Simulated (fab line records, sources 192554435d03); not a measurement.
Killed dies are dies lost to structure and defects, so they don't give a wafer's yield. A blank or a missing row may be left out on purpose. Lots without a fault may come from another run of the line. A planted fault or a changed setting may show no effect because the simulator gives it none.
A struck lot beside a sound one | flow n5_finfet | 14 steps out of a route of 1938
Sound: wafers L833.2, L833.5, L833.6. Struck: wafer L839.1. (L839.5, L839.6 of the same lot were not struck and are left out.) The cause comes at the end.
At each step with rows: each side's tool, then ch and its chambers, then its first start. Under that, the readings that differ: sound wafers | struck wafers | difference of the means | sigmas: that difference in standard deviations of wafers without a fault.
alike: readings whose means differ by less than 2 such deviations, and words and numbers that are the same on both sides. not compared: withheld readings, readings that some wafer has no value for, bounds like >300 that may hide the same value, and numbers for which the record gives no deviation and whose values overlap.
The two part at a step that has a row with sigmas, a row that says differs or no value, or rows on one side only. Numbers that don't overlap but have no deviation are shown without sigmas and don't part them. A reading that every wafer of one side lacks parts them only if that side has two wafers or more.

N5_BEOL_M7_OVL_MEAS_29:
  sound on overlay-01 ch 0, day 10 18:44; struck on overlay-02 ch 0, day 12 06:11
  alike: V6_OVL
N5_BEOL_M7_INSPECT_30: inspects for defects (brightfield).
  sound on defect_inspect-02, day 10 18:47; struck on defect_inspect-01, day 12 06:14
  alike: raw_defect_count
N5_BEOL_M7_DESCUM_33: chemistry O2, time 7 s.
  sound on rie_diel-05 ch 0,3, day 10 19:25; struck on rie_diel-04 ch 0, day 12 06:39
  reading                         | sound             | struck | difference | sigmas
  rf_vpp_V (V)                    | 245.7 245.7 243.3 | 240.8  | -4.1       | -3
  showerhead_plenum_p_Torr (Torr) | 2.23 2.23 2.16    | 2.00   | -0.21      | -2
  alike: drypump_motor_current_A, oes_product_au, throttle_valve_pct
  not compared: rf_hours_counter_h
N5_BEOL_M7_ETCH_72: etches underlayer in N2/H2, target depth 6.5 nm, time 5.2 s.
  sound on rie_diel-05 ch 0,3, day 10 19:27; struck on rie_diel-04 ch 0, day 12 06:41
  reading                         | sound          | struck | difference | sigmas
  rf_vpp_V (V)                    | 529 526 525    | 518    | -9         | -3
  showerhead_plenum_p_Torr (Torr) | 2.71 2.71 2.63 | 2.42   | -0.26      | -2
  alike: drypump_motor_current_A, etch_rf_on_time_s, h2_flow_sccm, oes_product_au, throttle_valve_pct
  not compared: rf_hours_counter_h
N5_BEOL_M7_ETCH_65: etches SiARC in CF4, target depth 15.6 nm, time 26 s.
  sound on rie_diel-05 ch 0,3, day 10 19:28; struck on rie_diel-04 ch 0, day 12 06:42
  reading                         | sound             | struck | difference | sigmas
  rf_vpp_V (V)                    | 185.2 185.4 185.1 | 181.1  | -4.1       | -3
  showerhead_plenum_p_Torr (Torr) | 2.27 2.27 2.21    | 2.05   | -0.20      | -2
  alike: drypump_motor_current_A, etch_rf_on_time_s, mfc_ar_sccm, oes_product_au, throttle_valve_pct
  not compared: rf_hours_counter_h
N5_BEOL_M7_ETCH_66: etches SOC in N2/H2, target depth 80 nm, overetch 16 nm, time 120 s.
  sound on rie_diel-05 ch 0,3, day 10 19:30; struck on rie_diel-04 ch 0, day 12 06:44
  reading                         | sound          | struck | difference | sigmas
  rf_vpp_V (V)                    | 528 527 527    | 521    | -6         | -2
  showerhead_plenum_p_Torr (Torr) | 2.71 2.71 2.63 | 2.42   | -0.26      | -3
  alike: drypump_motor_current_A, h2_flow_sccm, oes_product_au, throttle_valve_pct
  not compared: rf_hours_counter_h
then, 4 steps without rows for these wafers: N5_BEOL_M7_STRIP_69 (strips in N2/H2); N5_BEOL_M7_STRIP_73 (strips in N2/H2); N5_BEOL_M7_VIA_ETCH_34 (etches SiCOH lowk in C4F6/O2, target depth 125.5 nm, time 50.5 s); N5_BEOL_M7_STRIP_76 (strips in C4F6/O2).
N5_BEOL_M7_STRIP_36: strips in N2/H2.
  sound on rie_diel-05 ch 0,3, day 10 19:39; struck on rie_diel-04 ch 0, day 12 06:53
  reading                         | sound          | struck | difference | sigmas
  rf_vpp_V (V)                    | 59.7 62.3 59.3 | 57.3   | -3.1       | -2
  showerhead_plenum_p_Torr (Torr) | 2.70 2.70 2.62 | 2.42   | -0.25      | -2
  alike: drypump_motor_current_A, h2_flow_sccm, oes_product_au, throttle_valve_pct
  not compared: rf_hours_counter_h
then, 1 step without rows for these wafers: N5_BEOL_M7_TRENCH_ETCH_37 (etches SiCOH lowk in C4F6/O2, target depth 93.478 nm, time 31.2 s).
N5_BEOL_M7_ETCH_41: etches SiCN in CH3F/O2, target depth 31.9 nm, time 57.8 s.
  sound on rie_diel-05 ch 0,3, day 10 19:43; struck on rie_diel-04 ch 0, day 12 06:57
  reading                         | sound             | struck | difference | sigmas
  showerhead_plenum_p_Torr (Torr) | 2.13 2.13 2.06    | 1.91   | -0.20      | -2
  model.etch.depth_nm (nm)        | 22.15 22.06 21.42 | 29.88  | +8.00      |
  alike: drypump_motor_current_A, mfc_ar_sccm, oes_product_au, rf_vpp_V, throttle_valve_pct
  not compared: rf_hours_counter_h
then, 1 step without rows for these wafers: N5_BEOL_M7_STRIP_80 (strips in N2/H2, time 10 s).

WHERE THEY PART
First at N5_BEOL_M7_DESCUM_33; last, within this record, at N5_BEOL_M7_ETCH_41.

WHY: what the simulator had put in
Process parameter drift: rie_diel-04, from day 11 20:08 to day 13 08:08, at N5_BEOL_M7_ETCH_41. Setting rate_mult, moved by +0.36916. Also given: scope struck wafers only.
